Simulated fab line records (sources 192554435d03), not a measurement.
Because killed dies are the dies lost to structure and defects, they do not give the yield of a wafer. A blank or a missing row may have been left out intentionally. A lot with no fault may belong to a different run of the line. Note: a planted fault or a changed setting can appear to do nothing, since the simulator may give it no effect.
What tool caused it? + flow n5-finfet + 24 lots with 72 wafers sampled at 5 steps, on a route of 1938 steps

== WHAT THE GAUGES SHOWED, per wafer ==
N5_MOL_CONTACT_COAG_INSPECT_97: inspects for defects (darkfield). Usual: 43 for raw-defect-count, sd 17.
| lot  | measured     | on                | raw-defect-count | flag |
|------|--------------|-------------------|------------------|------|
| L074 | day 5 10:10  | defect-inspect-02 | 24 42 30         |      |
| L075 | day 5 13:52  | defect-inspect-02 | 34 24 33         |      |
| L076 | day 6 00:09  | defect-inspect-02 | 144 46 42        |      |
| L077 | day 6 03:44  | defect-inspect-02 | 23 23 32         |      |
| L078 | day 6 10:36  | defect-inspect-01 | 62 63 36         |      |
| L080 | day 7 01:31  | defect-inspect-01 | 27 27 39         |      |
| L079 | day 7 04:30  | defect-inspect-01 | 25 26 25         |      |
| L081 | day 7 07:30  | defect-inspect-01 | 27 33 21         |      |
| L082 | day 7 11:38  | defect-inspect-02 | 34 49 36         |      |
| L083 | day 7 15:16  | defect-inspect-01 | 60 63 37         |      |
| L084 | day 8 00:23  | defect-inspect-01 | 36 29 80         |      |
| L085 | day 8 03:20  | defect-inspect-02 | 29 37 53         |      |
| L086 | day 8 11:08  | defect-inspect-02 | 29 48 55         |      |
| L087 | day 8 14:10  | defect-inspect-01 | 32 43 53         |      |
| L088 | day 8 21:19  | defect-inspect-02 | 33 27 45         |      |
| L089 | day 9 05:30  | defect-inspect-01 | 30 28 27         |      |
| L090 | day 9 08:55  | defect-inspect-01 | 24 44 50         |      |
| L091 | day 9 12:58  | defect-inspect-01 | 33 51 56         |      |
| L092 | day 9 21:37  | defect-inspect-02 | 54 51 79         |      |
| L093 | day 10 16:49 | defect-inspect-01 | 47 116 50        |      |
| L094 | day 10 16:49 | defect-inspect-02 | 41 52 51         |      |
| L095 | day 10 17:08 | defect-inspect-01 | 30 39 48         |      |
| L096 | day 10 22:37 | defect-inspect-02 | 56 44 52         |      |
| L097 | day 11 06:00 | defect-inspect-01 | 47 45 52         |      |

N5_BEOL_M0_SAQP_CD_MEAS_14: target cd 42.5 nm. Usual: 42.6 nm for cd-nm, sd 0.38.
| lot  | measured     | on        | cd-nm (nm)     | flag |
|------|--------------|-----------|----------------|------|
| L074 | day 5 11:37  | cd-sem-02 | 41.8 42.2 43.0 |      |
| L075 | day 5 14:58  | cd-sem-01 | 42.8 42.3 42.0 |      |
| L076 | day 6 01:28  | cd-sem-03 | 42.7 42.3 41.9 |      |
| L077 | day 6 07:35  | cd-sem-02 | 42.8 43.2 43.0 |      |
| L078 | day 6 13:29  | cd-sem-02 | 43.1 43.2 42.6 |      |
| L080 | day 7 04:43  | cd-sem-02 | 42.9 42.9 42.3 |      |
| L079 | day 7 07:32  | cd-sem-01 | 42.5 42.8 42.8 |      |
| L081 | day 7 10:38  | cd-sem-02 | 43.5 43.4 43.4 |      |
| L082 | day 7 14:23  | cd-sem-02 | 42.5 43.1 43.1 |      |
| L083 | day 7 16:38  | cd-sem-02 | 42.7 42.5 42.8 |      |
| L084 | day 8 01:43  | cd-sem-01 | 42.8 42.9 42.7 |      |
| L085 | day 8 04:34  | cd-sem-01 | 42.5 42.4 42.9 |      |
| L086 | day 8 14:10  | cd-sem-01 | 42.5 43.1 42.2 |      |
| L087 | day 8 15:50  | cd-sem-01 | 42.8 42.4 42.5 |      |
| L088 | day 8 23:35  | cd-sem-02 | 42.3 42.6 42.6 |      |
| L089 | day 9 07:34  | cd-sem-01 | 42.9 42.1 42.1 |      |
| L090 | day 9 10:02  | cd-sem-03 | 42.5 42.9 42.6 |      |
| L091 | day 9 15:30  | cd-sem-03 | 42.6 42.5 42.6 |      |
| L092 | day 10 00:40 | cd-sem-03 | 42.4 42.0 42.5 |      |
| L093 | day 10 18:02 | cd-sem-02 | 42.1 42.2 43.0 |      |
| L094 | day 10 18:12 | cd-sem-02 | 42.8 42.2 42.7 |      |
| L095 | day 10 20:22 | cd-sem-02 | 42.1 42.3 43.0 |      |
| L096 | day 11 00:14 | cd-sem-01 | 42.5 42.1 42.8 |      |
| L097 | day 11 08:17 | cd-sem-01 | 42.3 42.5 42.0 |      |

N5_BEOL_M0_SAQP_OVL_MEAS_15. Usual: for M0_CORE_OVL the level is -0.1 nm and the standard deviation is 0.76.
| lot  | measured     | on         | M0_CORE_OVL (nm) | flag |
|------|--------------|------------|------------------|------|
| L074 | day 5 11:38  | overlay-02 | -0.1 -1.0 -1.0   |      |
| L075 | day 5 15:00  | overlay-02 | -0.9 -1.6 -0.9   |      |
| L076 | day 6 01:30  | overlay-02 | -0.3 0.0 -0.5    |      |
| L077 | day 6 07:37  | overlay-02 | -0.7 -0.7 0.2    |      |
| L078 | day 6 13:30  | overlay-01 | -1.9 -0.5 0.4    |      |
| L080 | day 7 04:45  | overlay-01 | 0.3 0.0 -0.7     |      |
| L079 | day 7 07:34  | overlay-02 | 0.6 0.3 0.7      |      |
| L081 | day 7 10:40  | overlay-02 | 0.7 0.9 -0.5     |      |
| L082 | day 7 14:25  | overlay-02 | -0.7 -0.7 0.0    |      |
| L083 | day 7 16:40  | overlay-01 | 0.0 -0.7 0.2     |      |
| L084 | day 8 01:44  | overlay-02 | 0.0 -0.5 0.3     |      |
| L085 | day 8 04:35  | overlay-01 | -0.8 -0.3 -0.6   |      |
| L086 | day 8 14:12  | overlay-02 | 0.2 -0.7 0.0     |      |
| L087 | day 8 15:52  | overlay-01 | 0.3 1.1 0.5      |      |
| L088 | day 8 23:37  | overlay-01 | -0.5 -0.6 0.4    |      |
| L089 | day 9 07:35  | overlay-01 | 0.4 0.8 0.9      |      |
| L090 | day 9 10:04  | overlay-02 | 1.2 0.4 1.1      |      |
| L091 | day 9 15:32  | overlay-02 | 0.1 0.0 0.2      |      |
| L092 | day 10 00:41 | overlay-01 | 0.4 -0.6 -0.4    |      |
| L093 | day 10 18:04 | overlay-01 | 0.9 -0.9 -0.6    |      |
| L094 | day 10 18:14 | overlay-02 | -1.5 -0.3 0.0    |      |
| L095 | day 10 20:23 | overlay-01 | 1.6 0.4 0.5      |      |
| L096 | day 11 00:16 | overlay-01 | 0.1 -0.5 0.4     |      |
| L097 | day 11 08:19 | overlay-01 | -0.6 -0.6 -0.7   |      |

== WHAT TOOL EACH LOT RAN ON (gives the tool, then ch and the chambers of the sampled wafers, and finally the start) ==
| lot  | N5_MOL_CONTACT_COAG_STRIP_72       | N5_BEOL_M0_SAQP_PECVD_96       |
|------|------------------------------------|--------------------------------|
| L074 | rie-diel-03 ch 0,1,2, day 5 06:05  | pecvd-03 ch 0,1, day 5 11:04   |
| L075 | rie-diel-06 ch 1,2,3, day 5 09:31  | pecvd-03 ch 0,2, day 5 14:26   |
| L076 | rie-diel-03 ch 0,2, day 5 20:07    | pecvd-01 ch 0,1, day 6 00:49   |
| L077 | rie-diel-06 ch 1,2,3, day 5 23:43  | pecvd-01 ch 0,1,2, day 6 07:02 |
| L078 | rie-diel-03 ch 2,3, day 6 06:31    | pecvd-01 ch 0,1, day 6 12:49   |
| L080 | rie-diel-04 ch 1,2,3, day 6 21:29  | pecvd-03 ch 0,1, day 7 04:11   |
| L079 | rie-diel-03 ch 0,3, day 6 21:39    | pecvd-04 ch 1,2, day 7 06:52   |
| L081 | rie-diel-06 ch 0,1,2, day 7 00:39  | pecvd-03 ch 0,1,2, day 7 09:58 |
| L082 | rie-diel-06 ch 0,2, day 7 07:13    | pecvd-03 ch 0,1, day 7 13:51   |
| L083 | rie-diel-06 ch 0,2,3, day 7 10:43  | pecvd-04 ch 0,1,2, day 7 15:58 |
| L084 | rie-diel-06 ch 0,1,2, day 7 20:18  | pecvd-04 ch 0,1, day 8 01:10   |
| L085 | rie-diel-03 ch 2,3, day 7 23:08    | pecvd-04 ch 0,1,2, day 8 03:54 |
| L086 | rie-diel-04 ch 0,1,2, day 8 06:52  | pecvd-01 ch 0,2, day 8 13:33   |
| L087 | rie-diel-04 ch 0,1,2, day 8 09:34  | pecvd-01 ch 0,2, day 8 15:11   |
| L088 | rie-diel-03 ch 2,3, day 8 17:16    | pecvd-01 ch 0,2, day 8 23:04   |
| L089 | rie-diel-03 ch 0,1,3, day 9 01:06  | pecvd-04 ch 0,2, day 9 07:01   |
| L090 | rie-diel-03 ch 1,2,3, day 9 04:54  | pecvd-03 ch 0,1,2, day 9 09:29 |
| L091 | rie-diel-03 ch 0,3, day 9 08:54    | pecvd-03 ch 0,1,2, day 9 14:49 |
| L092 | rie-diel-04 ch 1,2,3, day 9 17:36  | pecvd-01 ch 0,1, day 10 00:06  |
| L093 | rie-diel-03 ch 1,2, day 10 00:04   | pecvd-03 ch 1,2, day 10 17:23  |
| L094 | rie-diel-06 ch 0,1, day 10 06:09   | pecvd-04 ch 0,1, day 10 17:25  |
| L095 | rie-diel-06 ch 0,1,2, day 10 09:22 | pecvd-04 ch 1,2, day 10 19:42  |
| L096 | rie-diel-03 ch 0,1,3, day 10 18:22 | pecvd-01 ch 1,2, day 10 23:34  |
| L097 | rie-diel-06 ch 0,2,3, day 11 01:56 | pecvd-01 ch 1,2, day 11 07:37  |
- N5_MOL_CONTACT_COAG_STRIP_72: strips in N2/H2.
- N5_BEOL_M0_SAQP_PECVD_96: deposits a-Si from SiH4/He, target thk 45 nm, time 45.2 s.

== WHAT THE TOOLS THEMSELVES READ (means of the sampled wafers that have a number; where no wafer has one, the mark that the record gives instead) ==
N5_MOL_CONTACT_COAG_STRIP_72. Usual: drypump-motor-current-A 5.6 A, standard deviation 0.7; h2-flow-sccm 199.9 sccm, standard deviation 0.57; oes-product-au 0.83 a.u., standard deviation 0.097; power-w 449.9 W, standard deviation 1.4; rf-vpp-V 59.1 V, standard deviation 2.1; showerhead-plenum-p-Torr 2.50 Torr, standard deviation 0.077; temp-c 40.00 C, standard deviation 0.11; throttle-valve-pct 23.7 %, standard deviation 0.32.
| lot  | tool        | drypump-motor-current-A (A) | h2-flow-sccm (sccm) | oes-product-au (a.u.) | power-w (W) | rf-vpp-V (V) | showerhead-plenum-p-Torr (Torr) | temp-c (C) | throttle-valve-pct (%) | flag |
|------|-------------|-----------------------------|---------------------|-----------------------|-------------|--------------|---------------------------------|------------|------------------------|------|
| L074 | rie-diel-03 | 5.5                         | 200.4               | 0.89                  | 449.5       | 57.0         | 2.52                            | 39.95      | 23.7                   |      |
| L075 | rie-diel-06 | 5.7                         | 199.8               | 0.77                  | 450.1       | 58.1         | 2.47                            | 39.96      | 23.9                   |      |
| L076 | rie-diel-03 | 4.9                         | 199.6               | 0.97                  | 448.2       | 59.6         | 2.54                            | 40.02      | 23.5                   |      |
| L077 | rie-diel-06 | 5.7                         | 200.1               | 0.76                  | 449.6       | 57.8         | 2.46                            | 40.10      | 23.9                   |      |
| L078 | rie-diel-03 | 6.0                         | 199.3               | 0.99                  | 450.6       | 58.4         | 2.64                            | 40.07      | 23.2                   |      |
| L080 | rie-diel-04 | 5.9                         | 199.7               | 0.82                  | 449.7       | 59.6         | 2.49                            | 40.13      | 23.6                   |      |
| L079 | rie-diel-03 | 5.5                         | 199.9               | 0.93                  | 450.6       | 59.7         | 2.62                            | 39.98      | 23.5                   |      |
| L081 | rie-diel-06 | 5.2                         | 199.6               | 0.81                  | 448.8       | 59.2         | 2.46                            | 40.09      | 23.9                   |      |
| L082 | rie-diel-06 | 5.3                         | 199.8               | 0.81                  | 449.0       | 59.0         | 2.46                            | 39.95      | 24.0                   |      |
| L083 | rie-diel-06 | 5.7                         | 199.5               | 0.86                  | 451.7       | 61.2         | 2.46                            | 39.91      | 23.8                   |      |
| L084 | rie-diel-06 | 5.1                         | 200.1               | 0.80                  | 450.0       | 59.3         | 2.46                            | 40.09      | 23.9                   |      |
| L085 | rie-diel-03 | 5.4                         | 200.0               | 0.92                  | 450.5       | 59.6         | 2.57                            | 39.93      | 23.4                   |      |
| L086 | rie-diel-04 | 5.9                         | 199.4               | 0.78                  | 450.6       | 59.2         | 2.48                            | 40.04      | 23.7                   |      |
| L087 | rie-diel-04 | 5.8                         | 200.0               | 0.76                  | 450.4       | 57.9         | 2.48                            | 39.97      | 23.6                   |      |
| L088 | rie-diel-03 | 5.4                         | 199.4               | 0.92                  | 450.4       | 59.7         | 2.56                            | 40.03      | 23.4                   |      |
| L089 | rie-diel-03 | 6.0                         | 200.6               | 0.84                  | 450.8       | 59.5         | 2.56                            | 39.99      | 23.7                   |      |
| L090 | rie-diel-03 | 6.0                         | 200.4               | 0.84                  | 449.2       | 59.6         | 2.53                            | 40.01      | 23.6                   |      |
| L091 | rie-diel-03 | 5.5                         | 200.4               | 0.90                  | 448.4       | 60.0         | 2.61                            | 39.89      | 23.6                   |      |
| L092 | rie-diel-04 | 5.8                         | 199.9               | 0.78                  | 448.4       | 59.0         | 2.47                            | 40.09      | 23.7                   |      |
| L093 | rie-diel-03 | 6.0                         | 200.4               | 0.75                  | 449.1       | 61.6         | 2.44                            | 39.99      | 24.0                   |      |
| L094 | rie-diel-06 | 5.0                         | 200.5               | 0.81                  | 449.7       | 57.2         | 2.46                            | 40.07      | 23.8                   |      |
| L095 | rie-diel-06 | 5.2                         | 200.2               | 0.78                  | 449.5       | 58.4         | 2.45                            | 40.01      | 24.0                   |      |
| L096 | rie-diel-03 | 6.0                         | 200.0               | 0.80                  | 449.1       | 59.9         | 2.56                            | 39.91      | 23.7                   |      |
| L097 | rie-diel-06 | 5.7                         | 199.5               | 0.81                  | 448.6       | 59.2         | 2.45                            | 39.95      | 23.9                   |      |

N5_BEOL_M0_SAQP_PECVD_96. Usual: heater-power-w 609 W, standard deviation 65; showerhead-plenum-p-Torr 5.66 Torr, standard deviation 0.039; throttle-valve-pct 18.3 %, standard deviation 0.86.
| lot  | tool     | heater-power-w (W) | showerhead-plenum-p-Torr (Torr) | throttle-valve-pct (%) | flag |
|------|----------|--------------------|---------------------------------|------------------------|------|
| L074 | pecvd-03 | 628                | 5.67                            | 18.7                   |      |
| L075 | pecvd-03 | 632                | 5.64                            | 18.1                   |      |
| L076 | pecvd-01 | 540                | 5.66                            | 19.1                   |      |
| L077 | pecvd-01 | 565                | 5.63                            | 18.5                   |      |
| L078 | pecvd-01 | 527                | 5.65                            | 18.6                   |      |
| L080 | pecvd-03 | 688                | 5.67                            | 18.9                   |      |
| L079 | pecvd-04 | 635                | 5.69                            | 18.0                   |      |
| L081 | pecvd-03 | 624                | 5.68                            | 18.2                   |      |
| L082 | pecvd-03 | 669                | 5.67                            | 18.7                   |      |
| L083 | pecvd-04 | 647                | 5.66                            | 17.9                   |      |
| L084 | pecvd-04 | 581                | 5.64                            | 18.2                   |      |
| L085 | pecvd-04 | 676                | 5.66                            | 17.8                   |      |
| L086 | pecvd-01 | 532                | 5.65                            | 19.1                   |      |
| L087 | pecvd-01 | 573                | 5.64                            | 18.6                   |      |
| L088 | pecvd-01 | 518                | 5.65                            | 19.2                   |      |
| L089 | pecvd-04 | 633                | 5.64                            | 17.6                   |      |
| L090 | pecvd-03 | 652                | 5.69                            | 18.2                   |      |
| L091 | pecvd-03 | 642                | 5.69                            | 18.2                   |      |
| L092 | pecvd-01 | 526                | 5.65                            | 18.7                   |      |
| L093 | pecvd-03 | 667                | 5.68                            | 17.5                   |      |
| L094 | pecvd-04 | 582                | 5.64                            | 18.2                   |      |
| L095 | pecvd-04 | 677                | 5.67                            | 16.8                   |      |
| L096 | pecvd-01 | 564                | 5.63                            | 18.3                   |      |
| L097 | pecvd-01 | 555                | 5.63                            | 18.2                   |      |

== THE ANSWER, worked out from the rows above alone ==
Rule: a lot is off if the mean of its wafers that have a number lies more than 3 standard deviations from the usual mean. Also off: a lot with no number at a reading for which 4 or more lots have one. The other lots that the step has rows for count as sound. The gauges are gone through in route order, then the tools' own readings, and for those a lot's mean is taken as printed above. The first step at which some lot is off is used, and at that step the reading that is off furthest; a lot without a number counts as furthest.
No lot is off at any reading shown: from this, nothing can be told.

== WHAT HAD BEEN PUT IN BY THE SIMULATOR ==
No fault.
